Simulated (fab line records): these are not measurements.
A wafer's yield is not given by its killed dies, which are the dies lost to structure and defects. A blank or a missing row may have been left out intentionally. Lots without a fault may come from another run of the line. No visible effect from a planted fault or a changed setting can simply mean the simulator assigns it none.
Chamber matching    flow n5 finfet    N5_STI_FIN_REVEAL_ETCH_34 on rie si-05: 4 sister chambers
The step etches Si in H2, material Si, target depth 0.97 nm. 4 wafers are shown with their chamber, then 12 later ones without.

## EACH WAFER AND ITS CHAMBER
wafer   chamber  throttle valve pct (%)
L084.6  1        25.8
L086.3  3        25.7
L086.4  2        25.2
L086.6  0        26.6

## WAFERS MISSING THEIR CHAMBER
wafer   throttle valve pct (%)
L089.1  25.2
L089.2  25.8
L089.3  26.6
L092.4  26.2
L092.5  26.6
L092.6  25.2
L094.2  26.6
L094.3  25.2
L094.6  25.2
L096.1  26.2
L096.3  25.2
L096.5  26.2

## EACH ONE'S CHAMBER
wafer   from the rows above           in truth
L089.1  2                             2
L089.2  can't be placed: 1 or 3       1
L089.3  0                             0
L092.4  can't be placed: 1 or 0 or 3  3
L092.5  0                             0
L092.6  2                             2
L094.2  0                             0
L094.3  2                             2
L094.6  2                             2
L096.1  can't be placed: 1 or 0 or 3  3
L096.3  2                             2
L096.5  can't be placed: 1 or 0 or 3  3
8 of 12 placed correctly. These rows do not allow placing 4 (true chamber among the candidates in 4). Placed wrongly: 0.
How it was worked out, from the rows above alone: a wafer's distance from a chamber is the root of the sum, over the readings, of the square of ((its reading less the chamber's mean) divided by the reading's scatter). The wafer belongs to the nearest chamber; if the next one is less than 2 further off, it can't be placed. A chamber's mean is the mean of its shown wafers. The scatter (one wafer shown for each chamber): square how far every hidden wafer sits from the nearest shown wafer, average those squares and take the square root.
